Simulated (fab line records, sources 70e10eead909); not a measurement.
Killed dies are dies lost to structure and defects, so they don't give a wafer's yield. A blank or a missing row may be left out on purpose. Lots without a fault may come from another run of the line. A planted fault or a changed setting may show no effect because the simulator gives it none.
Chamber matching | flow nand_harc | NHARC_P_CONTACT_DEP_30 on pecvd-04: 3 sister chambers
The step deposits SiNx, target thk 30 nm. 6 wafers are shown with their chamber, then 7 later ones without.

WAFERS WITH THEIR CHAMBER
wafer  | chamber | heater_power_w (W)
L077.4 | 1       | 558
L077.5 | 0       | 706
L078.1 | 0       | 778
L078.4 | 1       | 637
L080.2 | 2       | 665
L080.5 | 2       | 669

WAFERS WITHOUT THEIR CHAMBER
wafer  | heater_power_w (W)
L080.6 | 574
L083.3 | 677
L083.4 | 663
L083.5 | 683
L093.1 | 648
L093.3 | 716
L093.5 | 645

WHICH CHAMBER EACH WENT THROUGH
wafer  | from the rows above          | in truth
L080.6 | can't be placed: 1 or 2      | 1
L083.3 | can't be placed: 2 or 0 or 1 | 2
L083.4 | can't be placed: 2 or 1 or 0 | 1
L083.5 | can't be placed: 2 or 0 or 1 | 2
L093.1 | can't be placed: 2 or 1 or 0 | 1
L093.3 | can't be placed: 0 or 2      | 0
L093.5 | can't be placed: 2 or 1 or 0 | 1
Placed correctly: 0 of 7. Can't be placed from these rows: 7 (the true chamber is among the candidates in 7). Placed wrongly: 0.
How it was worked out, from the rows above alone: a wafer's distance from a chamber is the root of the sum, over the readings, of the square of ((its reading less the chamber's mean) divided by the reading's scatter). The wafer belongs to the nearest chamber; if the next one is less than 2 further off, it can't be placed. A chamber's mean is the mean of its shown wafers. The scatter: the root of (the sum of the squares of (reading less its chamber's mean) over the shown wafers, divided by (wafers less chambers)).
